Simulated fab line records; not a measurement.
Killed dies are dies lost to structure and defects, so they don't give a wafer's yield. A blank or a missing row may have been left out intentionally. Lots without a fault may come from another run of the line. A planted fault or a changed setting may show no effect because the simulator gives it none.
Chamber matching ; flow n5-finfet ; 4 sister chambers for N5_BEOL_M0_SAQP_ETCH_107 on rie-diel-03
The step etches SiNx in CH3F/O2, target depth 30 nm. 4 wafers are shown with their chamber, then 12 later ones without.

== WAFERS, EACH WITH ITS CHAMBER ==
wafer;chamber;drypump-motor-current-A (A)
L076.5;2;6.0
L085.4;1;5.4
L087.2;3;4.8
L087.6;0;5.9

== WAFERS MISSING THEIR CHAMBER ==
wafer;drypump-motor-current-A (A)
L088.2;4.8
L088.4;5.3
L088.6;5.9
L091.3;5.9
L091.4;5.9
L091.6;5.9
L092.2;5.3
L092.3;5.9
L092.5;5.3
L097.1;5.9
L097.3;5.4
L097.4;4.8

== WHICH CHAMBER EACH ONE RAN IN ==
wafer;from the rows above;in truth
L088.2;3;3
L088.4;1;1
L088.6;can't be placed: 0 or 2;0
L091.3;can't be placed: 0 or 2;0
L091.4;can't be placed: 0 or 2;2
L091.6;can't be placed: 0 or 2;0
L092.2;1;1
L092.3;can't be placed: 0 or 2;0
L092.5;1;1
L097.1;can't be placed: 0 or 2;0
L097.3;1;1
L097.4;3;3
Correctly placed: 6 of 12. From these rows, 6 cannot be placed; in 6 the true chamber is one of the candidates. Wrongly placed: 0.
How it was worked out, from the rows above alone: a wafer's distance from a chamber is the root of the sum, over the readings, of the square of ((its reading less the chamber's mean) divided by the reading's scatter). If the next closest chamber is less than 2 further off than the closest, the wafer can't be placed; otherwise it belongs to the closest. The mean given for a chamber averages the wafers shown for that chamber. The scatter: root of mean squared gap, hidden wafer to nearest shown wafer, with one shown wafer a chamber.
